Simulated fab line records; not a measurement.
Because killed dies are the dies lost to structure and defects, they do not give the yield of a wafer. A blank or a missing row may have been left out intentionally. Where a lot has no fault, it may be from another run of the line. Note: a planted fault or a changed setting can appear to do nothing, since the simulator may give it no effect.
fab line records	flow n5Finfet
[record] lots = 8	wafers = 24	lastDay = 19
route steps=1938 shown BEOL_M0_SAQP@656 BEOL_M0_CUTY@710 BEOL_M4@1111 PASSIVATION@1936
lots that met no fault: from a run of the same line without faults
startH: the number of hours between the record's first day and the start of the first shown wafer of the lot	waitH: hours since the lot's step before	" same as the row above	L1.1+2: several wafers, shown together as one row	- no value, or no start given	* or withheld: withheld	< > ~ a bound
route shown NAME@n: NAME is a module with steps in the file, n the number in the route of the first one	usual: mean and standard deviation over wafers with no fault	same: alike in all rows	chamber/n: place in a boat	sites: per-site readings	_std_site: their standard deviation	_edge_site: mean of outer sites minus mean of inner sites	radiusMm: how far each site lies from the wafer's centre	mask NAME#n: copy n	behind: the last tool/chamber to shape the wafer	hold: cause of the lot's hold/its duration in hours/its outcome	device: whichever transistor did not switch (one of n, p or np)	end of line: at the end of the route, the tests of the same wafers	where a step has no rows: the recipe by itself	killed: not the wafer's yield, but the dies lost to structure and defects at the first sort	map: per-die view of a wafer (x killed, . not killed, _ where there is no die)
set.NAME: the setting as run; set.NAME@STEP: as run at that earlier step	model.NAME: the simulator's own value behind a step, which no gauge read
the route's steps for a sample of lots (tables are steps, rows are wafers)
services: a tool's chamber out of use, with start hour (startH, from the record's first day; less than 0 if before it), hours out, and reason
[[steps]]
[step N5_BEOL_M0_SAQP_HM_OPEN_112]
[recipe] chemistry = CHF3/O2	target = SiO2	stopOn = a-Si	targetDepthA = 120	overEtchFrac = 1.25	maskMaterial = SOC	timeS = 13.5	pressureMtorr = 30	sourceW = 650	biasW = 170	Ar_flow_sccm = 200	CHF3_flow_sccm = 50	O2_flow_sccm = 5	ionEnergyEv = 200	ends = endPoint
[usual] drypumpMotorCurrentA = 5.6/0.34	oesProductAu = 0.50/0.056	rfVppV = 524/13	showerheadPlenumPTorr = 2.37/0.065	throttleValvePct = 18.84/0.21
lot.wafer	tool	chamber	startH	waitH	drypumpMotorCurrentA	oesProductAu	rfHoursCounterH	rfVppV	showerheadPlenumPTorr	throttleValvePct
L336.1	rieDiel-02	0	147.05	0.0	5.4	0.47	243	532	2.46	19.04
L336.4	"	1	"	"	6.0	0.48	173	524	2.30	18.53
L336.6	"	0	"	"	5.4	0.47	-	530	2.46	19.05
L338.1	rieDiel-02	2	150.47	0.0	5.5	0.47	222	543	2.39	18.78
L338.2	"	3	"	"	5.7	0.47	210	508	2.37	19.02
L338.6	"	2	"	"	5.5	0.49	-	546	2.39	18.77
L342.1	rieDiel-04	2	174.58	0.0	5.2	0.49	160	533	2.51	18.93
L342.4	"	1	"	"	6.3	0.46	-	511	2.30	19.05
L342.6	"	2	"	"	5.2	0.49	-	533	2.51	18.94
L350.2	rieDiel-02	0	222.27	0.0	5.4	0.60	14	532	2.46	18.67
L350.4	"	2	"	"	5.5	0.47	247	544	2.38	18.82
L350.6	"	1	"	"	6.0	0.46	-	524	2.29	18.58
L351.1	rieDiel-02	0	227.02	0.0	5.4	0.60	15	531	2.46	18.67
L351.3	"	2	"	"	5.5	0.46	248	544	2.38	18.82
L351.4	"	1	"	"	6.0	0.47	198	524	2.29	18.59
L352.2	rieDiel-06	1	233.57	0.0	5.7	0.47	211	526	2.31	18.85
L352.5	"	0	"	"	4.9	0.58	-	533	2.35	18.57
L352.6	"	1	"	"	5.6	0.47	-	526	2.31	18.85
L353.2	rieDiel-04	3	244.23	0.0	5.7	0.44	245	515	2.35	18.97
L353.5	"	3	"	"	5.7	0.45	-	513	2.35	18.96
L353.6	"	0	"	"	5.8	0.58	-	506	2.37	18.56
L354.1	rieDiel-02	3	244.63	0.0	5.7	0.45	240	507	2.36	19.04
L354.5	"	3	"	"	5.7	0.46	-	507	2.36	19.06
L354.6	"	1	"	"	6.0	0.47	-	525	2.29	18.57
[step N5_BEOL_M0_SAQP_STRIP_108]
[recipe] chemistry = N2/H2	powerW = 500	tempC = 40	pressureMtorr = 50	rfFrequencyHz = 6e+07	overashFraction = 0.3	biasPowerW = 28	h2Frac = 0.5	n2FlowSccm = 300	h2FlowSccm = 300
[usual] drypumpMotorCurrentA = 5.6/0.34	oesProductAu = 0.76/0.086	rfVppV = 121.5/0.98	showerheadPlenumPTorr = 3.32/0.1	throttleValvePct = 19.0/0.35
[same] overashFraction = 0.3
lot.wafer	tool	chamber	startH	waitH	drypumpMotorCurrentA	oesProductAu	rfHoursCounterH	rfVppV	showerheadPlenumPTorr	throttleValvePct
L336.1	rieDiel-06	2	149.27	0.0	5.2	0.71	208	122.2	3.48	19.1
L336.4	"	1	"	"	5.7	0.74	193	120.9	3.19	18.5
L336.6	"	3	"	"	5.4	0.74	-	120.0	3.22	19.0
L338.1	rieDiel-02	2	152.64	0.0	5.5	0.72	223	123.0	3.32	18.7
L338.2	"	3	"	"	5.7	0.73	210	120.6	3.32	19.4
L338.6	"	1	"	"	6.0	0.72	-	120.2	3.22	18.7
L342.1	rieDiel-02	2	176.77	0.0	5.5	0.70	231	120.5	3.32	18.8
L342.4	"	2	"	"	5.5	0.70	-	122.5	3.32	18.8
L342.6	"	3	"	"	5.7	0.72	-	122.4	3.32	19.4
L350.2	rieDiel-02	1	224.68	0.0	6.1	0.71	197	120.7	3.21	18.7
L350.4	"	3	"	"	5.7	0.70	235	123.5	3.31	19.5
L350.6	"	0	"	"	5.4	0.95	-	121.8	3.41	18.8
L351.1	rieDiel-06	1	229.21	0.0	5.7	0.73	210	122.9	3.18	18.5
L351.3	"	3	"	"	5.4	0.73	184	121.4	3.21	19.0
L351.4	"	0	"	"	4.9	0.86	-	121.0	3.29	18.6
L352.2	rieDiel-02	1	235.75	0.0	6.1	0.70	200	120.0	3.21	18.7
L352.5	"	3	"	"	5.8	0.70	-	120.3	3.31	19.5
L352.6	"	0	"	"	5.4	0.93	-	121.5	3.41	18.8
L353.2	rieDiel-02	3	247.12	0.0	5.7	0.70	241	121.0	3.30	19.5
L353.5	"	3	"	"	5.7	0.70	-	120.9	3.31	19.5
L353.6	"	1	"	"	6.0	0.69	-	122.1	3.21	18.7
L354.1	rieDiel-02	0	247.31	0.0	5.4	0.94	20	121.5	3.41	18.9
L354.5	"	3	"	"	5.7	0.70	-	121.1	3.30	19.5
L354.6	"	1	"	"	6.1	0.70	-	121.6	3.21	18.7
[step N5_BEOL_M0_SAQP_MANDREL2_REMOVE_110]
[recipe] chemistry = HBr/Cl2/O2	btTimeS = 10	target = a-Si	stopOn = SiCN	endpoint = OES-SiCl	overEtchFrac = 1	icpW = 600	biasW = 30	HBr_flow_sccm = 150	Cl2_flow_sccm = 80	O2_flow_sccm = 5	pressureMtorr = 10
[usual] drypumpMotorCurrentA = 5.8/0.37	oesProductAu = 1.006/0.017	throttleValvePct = 36.7/0.39
lot.wafer	tool	chamber	startH	waitH	drypumpMotorCurrentA	oesProductAu	rfHoursCounterH	throttleValvePct
L336.1	rieSi-02	0	150.14	0.1	5.8	1.030	135	36.5
L336.4	"	1	"	"	6.6	0.983	24	36.5
L336.6	"	2	"	"	5.9	1.019	-	36.1
L338.1	rieSi-04	1	153.48	0.1	5.6	0.996	147	36.2
L338.2	"	2	"	"	5.5	0.997	59	36.4
L338.6	"	0	"	"	5.4	1.014	-	36.8
L342.1	rieSi-04	2	177.61	0.1	5.5	1.006	60	36.3
L342.4	"	1	"	"	5.6	0.998	147	36.2
L342.6	"	3	"	"	6.1	0.995	-	36.4
L350.2	rieSi-06	1	225.52	0.1	5.6	1.027	2	36.9
L350.4	"	3	"	"	5.7	1.003	17	37.0
L350.6	"	1	"	"	5.6	1.018	-	36.9
L351.1	rieSi-02	0	230.17	0.1	5.8	1.031	136	36.6
L351.3	"	1	"	"	6.6	0.985	26	36.4
L351.4	"	3	"	"	6.2	1.009	64	37.3
L352.2	rieSi-02	0	236.69	0.1	5.8	1.036	136	36.5
L352.5	"	3	"	"	6.2	1.018	-	37.2
L352.6	"	2	"	"	5.9	1.029	-	36.1
L353.2	rieSi-06	1	247.96	0.1	5.6	1.022	3	36.9
L353.5	"	1	"	"	5.6	1.014	-	36.9
L353.6	"	2	"	"	5.1	1.005	-	36.9
L354.1	rieSi-02	2	248.97	0.1	6.0	1.028	60	36.1
L354.5	"	1	"	"	6.6	0.985	-	36.4
L354.6	"	2	"	"	6.0	1.020	-	36.1
[step N5_BEOL_M0_SAQP_INSPECT_42]
[recipe] mode = adi	inspectInstrument = brightfield
[usual] rawDefectCount = 289/93
lot.wafer	tool	chamber	startH	waitH	rawDefectCount
L336.1	defectInspect-02	-	150.65	0.1	167
L336.4	"	-	"	"	230
L336.6	"	-	"	"	214
L338.1	defectInspect-01	-	153.99	0.1	343
L338.2	"	-	"	"	339
L338.6	"	-	"	"	294
L342.1	defectInspect-02	-	178.12	0.1	235
L342.4	"	-	"	"	214
L342.6	"	-	"	"	230
L350.2	defectInspect-01	-	226.15	0.0	264
L350.4	"	-	"	"	597
L350.6	"	-	"	"	192
L351.1	defectInspect-02	-	230.80	0.1	176
L351.3	"	-	"	"	578
L351.4	"	-	"	"	157
L352.2	defectInspect-02	-	237.24	0.0	285
L352.5	"	-	"	"	342
L352.6	"	-	"	"	297
L353.2	defectInspect-02	-	248.47	0.0	274
L353.5	"	-	"	"	371
L353.6	"	-	"	"	312
L354.1	defectInspect-01	-	249.47	0.1	321
L354.5	"	-	"	"	440
L354.6	"	-	"	"	383
[step N5_BEOL_M0_SAQP_ALD_48]
[recipe] material = SiO2	targetThkA = 200	tempC = 100	aldPrecursorFamily = BDEAS	aldCoReactant = O2-plasma	pulseTimeS = 1	coReactantPulseTimeS = 1	purgeTimeS = 2	coReactantPurgeTimeS = 2	aldCycles = 139	pressureTorr = 2
[usual] heaterPowerW = 76/7.8	precursorPulseHeightRel = 0.998/0.021
lot.wafer	tool	chamber	startH	waitH	heaterPowerW	precursorPulseHeightRel
L336.1	aldSin-04	2	150.98	0.0	83	0.996
L336.4	"	3	"	"	87	0.991
L336.6	"	0	"	"	72	1.037
L338.1	aldSin-01	0	154.31	0.0	68	0.995
L338.2	"	2	"	"	78	0.990
L338.6	"	3	"	"	69	1.008
L342.1	aldSin-01	3	178.52	0.1	67	0.992
L342.4	"	1	"	"	87	1.006
L342.6	"	1	"	"	88	1.009
L350.2	aldSin-04	3	226.49	0.0	86	1.044
L350.4	"	0	"	"	73	0.977
L350.6	"	3	"	"	86	0.998
L351.1	aldSin-01	2	232.11	1.0	80	1.000
L351.3	"	3	"	"	68	1.021
L351.4	"	1	"	"	89	0.993
L352.2	aldSin-04	0	237.56	0.0	73	0.970
L352.5	"	3	"	"	86	1.045
L352.6	"	2	"	"	83	0.988
L353.2	aldSin-02	0	248.86	0.1	68	1.003
L353.5	"	2	"	"	69	0.999
L353.6	"	3	"	"	86	1.005
L354.1	aldSin-02	3	250.14	0.4	84	0.971
L354.5	"	1	"	"	76	0.999
L354.6	"	2	"	"	69	0.995
[step N5_BEOL_M0_CUTY_INSPECT_59]
[recipe] mode = adi	inspectInstrument = macro
[usual] rawDefectCount = 2.1/1.5
lot.wafer	tool	chamber	startH	waitH	rawDefectCount
L336.1	defectInspect-02	-	152.06	0.0	2
L336.4	"	-	"	"	1
L336.6	"	-	"	"	1
L338.1	defectInspect-02	-	155.40	0.0	2
L338.2	"	-	"	"	3
L338.6	"	-	"	"	0
L342.1	defectInspect-02	-	179.59	0.0	1
L342.4	"	-	"	"	0
L342.6	"	-	"	"	1
L350.2	defectInspect-02	-	227.56	0.0	3
L350.4	"	-	"	"	>300
L350.6	"	-	"	"	2
L351.1	defectInspect-02	-	233.06	0.0	0
L351.3	"	-	"	"	>300
L351.4	"	-	"	"	2
L352.2	defectInspect-02	-	238.90	0.0	3
L352.5	"	-	"	"	5
L352.6	"	-	"	"	1
L353.2	defectInspect-01	-	249.80	0.0	3
L353.5	"	-	"	"	0
L353.6	"	-	"	"	5
L354.1	defectInspect-02	-	251.23	0.0	0
L354.5	"	-	"	"	4
L354.6	"	-	"	"	4
[step N5_BEOL_M4_RC_MEAS_101]
[usual] DIBL_N = 36.0/1.7	DIBL_P = 36.2/1.9	IOFF_N = 0.154/0.028	IOFF_P = 0.21/0.036	ION_N = 675/11	ION_P = 463/8.3	SS_N = 71.4/0.63	SS_P = 73.2/0.55	VT_N = 250.2/3	VT_P = -251/3.7
lot.wafer	tool	chamber	startH	waitH	DIBL_N[mV/V]	DIBL_P[mV/V]	IOFF_N[nA/um]	IOFF_P[nA/um]	ION_N[uA/um]	ION_P[uA/um]	SS_N[mV/dec]	SS_P[mV/dec]	VT_N[mV]	VT_P[mV]
L336.1	prober-01	0	262.57	0.0	38.5	40.8	0.191	0.23	689	469	71.7	73.7	247.8	-248
L336.4	"	0	"	"	34.9	36.2	0.124	0.17	654	455	71.2	73.0	255.7	-254
L336.6	"	0	"	"	37.2	39.1	0.178	0.20	700	465	71.2	74.1	246.3	-252
L338.1	prober-01	0	269.35	0.0	36.9	37.4	0.154	0.20	673	455	71.7	73.4	252.1	-252
L338.2	"	0	"	"	35.5	35.5	0.126	0.18	660	455	72.1	72.6	252.8	-252
L338.6	"	0	"	"	36.7	36.4	0.142	0.18	670	455	71.4	73.1	250.3	-254
L342.1	prober-01	0	297.52	0.0	38.1	39.2	0.194	0.22	699	468	71.7	73.8	248.7	-251
L342.4	"	0	"	"	36.0	36.2	0.148	0.17	669	449	71.4	73.2	251.7	-256
L342.6	"	0	"	"	37.3	37.9	0.170	0.20	677	454	71.6	73.6	249.3	-255
L350.2	prober-01	0	340.00	0.2	35.2	32.4	0.128	0.17	662	459	70.8	72.1	256.1	-253
L350.4	"	0	"	"	33.8	32.5	0.107	0.17	669	462	70.2	72.8	258.0	-255
L350.6	"	0	"	"	36.6	35.7	0.150	0.22	673	466	71.1	72.9	251.3	-248
L351.1	prober-01	0	342.37	0.0	35.8	35.9	0.150	0.18	663	453	71.1	72.5	251.4	-251
L351.3	"	0	"	"	36.0	36.7	0.158	0.20	665	462	71.2	72.8	247.5	-249
L351.4	"	0	"	"	39.1	38.8	0.214	0.23	697	468	71.9	73.2	244.7	-251
L352.2	prober-02	0	342.68	0.2	37.4	39.0	0.203	0.29	690	476	71.6	74.1	243.0	-243
L352.5	"	0	"	"	37.1	37.7	0.182	0.27	676	471	71.2	73.0	246.8	-244
L352.6	"	0	"	"	34.3	34.6	0.134	0.21	668	466	70.7	72.8	252.2	-243
L353.2	prober-01	0	344.31	0.2	36.7	35.6	0.158	0.24	666	465	71.5	73.4	252.7	-247
L353.5	"	0	"	"	37.2	37.2	0.174	0.26	677	471	71.2	73.7	247.7	-243
L353.6	"	0	"	"	36.0	34.8	0.164	0.23	686	477	71.5	73.0	248.4	-247
L354.1	prober-02	0	347.04	0.0	36.1	36.9	0.145	0.21	660	455	71.4	73.0	253.2	-253
L354.5	"	0	"	"	35.9	34.8	0.148	0.19	662	456	71.4	72.7	252.0	-252
L354.6	"	0	"	"	37.9	39.6	0.192	0.25	697	471	72.3	73.9	247.7	-249
[step N5_PASSIVATION_PROBE_49]
[usual] defectLimitedYield = 90.9/1.4	killed_at_M0_to_M3 = 38/11	killed_at_M4_up = 13/5.9	killedAtContacts = 14/6.4	killedAtFrontEnd = 38/11	killedAtOther = 3.3/2.5	killedDies = 107/16	killedOpen = 70/12	killedShort = 35/7.7	sort_bin_5_function = 5.3/0.94	sort_bin_6_memory = 3.5/0.7	sortNPass = 1073/16	sortYieldPct = 90.9/1.4
[same] grossDies = 1180	killedAtBackSide = 0	sort_bin_4_leakage[%] = 0	sort_bin_8_speed[%] = 0
lot.wafer	tool	chamber	startH	waitH	defectLimitedYield[%]	killed_at_M0_to_M3	killed_at_M4_up	killedAtContacts	killedAtFrontEnd	killedAtOther	killedDies	killedOpen	killedShort	sort_bin_5_function[%]	sort_bin_6_memory[%]	sortNPass	sortYieldPct[%]
L350.2	prober-01	-	459.15	0.1	92.9	22	17	12	31	2	84	56	25	4.1	3.0	1096	92.9
L350.4	prober-01	-	459.25	0.2	80.5	147	3	27	51	2	230	75	35	12.5	4.4	950	80.5
L350.6	prober-01	-	459.35	0.3	91.0	34	8	22	39	3	106	69	34	5.4	3.1	1074	91.0
L351.1	prober-01	-	464.21	0.0	91.9	30	13	19	27	6	95	62	31	5.3	2.5	1085	91.9
L351.3	prober-01	-	464.31	0.1	82.9	142	4	13	38	5	202	59	27	10.9	4.6	978	82.9
L351.4	prober-01	-	464.36	0.2	91.3	25	14	24	36	4	103	75	28	4.7	3.2	1077	91.3
// killed by level:class
L350.2 BEOL_M4:geometricParticle:open=9 MOL_CONTACT_COAG:geometricParticle:open=8 FIN_SAQP:geometricParticle:short=7 FIN_SAQP:geometricParticle:open=7 BEOL_M0_SAQP:geometricParticle:open=5 BEOL_M0:geometricParticle:open=5 GATE_CUT:geometricParticle:short=4 MOL_CONTACT_COAG:geometricParticle:short=4
L350.4 BEOL_M0_SAQP:unspecified=118 MOL_CONTACT_COAG:geometricParticle:open=23 BEOL_M0_SAQP:geometricParticle:open=8 FIN_SAQP:geometricParticle:short=7 FIN_SAQP:geometricParticle:open=7 STI_FIN_REVEAL:geometricParticle:open=7 GATE_CUT:geometricParticle:short=5 BEOL_M3:geometricParticle:open=5
L350.6 FIN_SAQP:geometricParticle:open=18 MOL_CONTACT_COAG:geometricParticle:open=15 FIN_SAQP:geometricParticle:short=11 BEOL_M2:geometricParticle:open=10 BEOL_M0_SAQP:geometricParticle:open=6 MOL_CONTACT_COAG:geometricParticle:short=5 BEOL_M0_SAQP:geometricParticle:short=5 BEOL_M0:geometricParticle:open=4
L351.1 MOL_CONTACT_COAG:geometricParticle:open=18 STI_FIN_REVEAL:geometricParticle:open=7 FIN_SAQP:geometricParticle:open=6 BEOL_M0_SAQP:geometricParticle:short=5 BEOL_M0:geometricParticle:open=5 BEOL_M2:geometricParticle:short=5 BEOL_M4:geometricParticle:open=4 GATE_CUT:geometricParticle:short=4
L351.3 BEOL_M0_SAQP:unspecified=116 FIN_SAQP:geometricParticle:open=11 MOL_CONTACT_COAG:geometricParticle:open=11 STI_FIN_REVEAL:geometricParticle:open=8 FIN_SAQP:geometricParticle:short=7 BEOL_M1:geometricParticle:open=6 BEOL_M0_SAQP:geometricParticle:open=5 BEOL_M0_SAQP:geometricParticle:short=5
L351.4 MOL_CONTACT_COAG:geometricParticle:open=23 STI_FIN_REVEAL:geometricParticle:open=17 BEOL_M1:geometricParticle:open=10 FIN_SAQP:geometricParticle:short=7 STI_FIN_REVEAL:geometricParticle:short=6 BEOL_M4:geometricParticle:open=4 FIN_SAQP:geometricParticle:open=3 BEOL_M0_SAQP:geometricParticle:short=3
[[services]]
tool	chamber	startH	hours	kind
aldSin-01	1	127.63	3.0	repair
rieSi-06	-	130.95	0.1	repair
rieSi-02	1	131.36	8.1	repair
rieSi-06	-	142.29	0.3	repair
rieDiel-02	1	154.13	5.4	repair
rieDiel-02	0	165.92	-	clean
rieDiel-02	0	165.92	-	consumableReplace:focusRing
rieDiel-02	0	165.92	16.7	scheduledDown
rieDiel-02	0	165.92	16.7	ventCycle
rieDiel-04	3	167.41	8.7	repair
aldSin-02	-	176.75	14.0	pm
rieDiel-02	-	179.40	1.0	repair
rieDiel-06	2	189.08	10.0	repair
rieDiel-06	-	200.13	14.6	pm
rieSi-02	0	202.09	22.1	repair
aldSin-02	1	218.77	4.4	repair
rieDiel-06	2	226.76	7.4	repair
rieDiel-02	2	234.77	-	clean
rieDiel-02	2	234.77	-	consumableReplace:focusRing
rieDiel-02	2	234.77	18.5	scheduledDown
rieDiel-02	2	234.77	18.5	ventCycle
rieDiel-04	3	236.60	5.9	repair
aldSin-02	-	243.96	2.3	repair
aldSin-01	-	244.06	1.3	repair
[[key]]
[firstSign] step = N5_BEOL_M0_SAQP_INSPECT_42	reading = rawDefectCount	direction = up	sigmas = 3.2	usual = 289	struck = 588
[effect] step = N5_BEOL_M0_CUTY_INSPECT_59	reading = rawDefectCount	direction = up	sigmas = 99+	usual = 2.1	struck = >300
[effect] step = N5_PASSIVATION_PROBE_49	reading = killed_at_M0_to_M3	direction = up	sigmas = 9.5	usual = 38	struck = 144
[moreKillsBornAt] N5_BEOL_M0_SAQP_HM_OPEN_112@rieDiel-02 = 234
metAt N5_BEOL_M0_SAQP_HM_OPEN_112
struckLots L350,L351
struckWafers L350.4,L351.3
notActingAt N5_BEOL_M0_SAQP_STRIP_108,N5_BEOL_M0_SAQP_MANDREL2_REMOVE_110,N5_BEOL_M0_SAQP_ALD_48
onsetBetween 150.47 222.27
[fault] kind = chamberParticleSource	tool = rieDiel-02	chamber = 2	onsetH = 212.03	steps = N5_BEOL_M0_SAQP_HM_OPEN_112	ratePerVisitCm2 = 0.62662	endH = 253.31
